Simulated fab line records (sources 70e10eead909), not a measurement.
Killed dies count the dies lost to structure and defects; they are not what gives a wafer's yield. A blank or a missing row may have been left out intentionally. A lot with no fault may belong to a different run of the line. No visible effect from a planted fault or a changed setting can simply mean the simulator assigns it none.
Chamber matching -- flow nand harc -- rie diel-11 running NHARC_A_STAIRCASE_TRIM_233: 4 sister chambers
The step chemistry O2, time 211.2 s. 14 wafers are shown with their chamber, then 7 later ones without.

WAFERS WITH THEIR CHAMBER
wafer,chamber,showerhead plenum p Torr (Torr),drypump motor current A (A),oes product au (a.u.)
L123.1,2,3.32,6.1,1.009
L123.2,0,3.80,6.9,0.985
L123.3,1,3.33,5.5,0.971
L129.1,0,3.79,6.8,0.993
L129.4,3,3.35,5.4,0.972
L129.6,3,3.35,5.3,0.976
L131.1,0,3.79,6.9,0.984
L131.4,2,3.31,6.1,0.990
L131.5,3,3.35,5.3,0.975
L133.1,3,3.35,5.4,0.977
L133.3,2,3.31,6.1,1.014
L133.6,0,3.79,6.8,0.996
L137.1,3,3.34,5.4,0.990
L137.2,1,3.31,5.5,0.981

SIGNATURES, as means of the wafers listed above
reading,chamber 0,chamber 1,chamber 2,chamber 3,scatter within a chamber
showerhead plenum p Torr,3.7925,3.3200,3.3133,3.3480,0.00649
drypump motor current A,6.850,5.500,6.100,5.360,0.0469
oes product au,0.98950,0.97600,1.00433,0.97800,0.00818
Rule: for each reading, subtract the chamber's mean from the wafer's reading, divide by that reading's scatter and square the result; add these up over the readings and take the root, which gives the wafer's distance from the chamber. The wafer belongs to the nearest chamber; if the next one is less than 2 further off, it can't be placed. The scatter: the root of (the sum of the squares of (reading less its chamber's mean) over the shown wafers, divided by (wafers less chambers)).

WAFERS MISSING THEIR CHAMBER
wafer,showerhead plenum p Torr (Torr),drypump motor current A (A),oes product au (a.u.)
L137.5,3.31,5.5,0.967
L139.1,3.34,5.3,0.988
L139.2,3.31,6.1,0.991
L139.5,3.78,6.8,0.999
L142.2,3.31,5.5,0.989
L142.5,3.30,6.1,1.006
L142.6,3.34,5.3,0.980

THE CHAMBER EACH PASSED THROUGH
wafer,from the rows above,in truth
L137.5,1,1
L139.1,3,3
L139.2,2,2
L139.5,0,0
L142.2,1,1
L142.5,2,2
L142.6,3,3
Correctly placed: 7 of 7. Left unplaced by these rows: 0. Wrongly placed: 0.
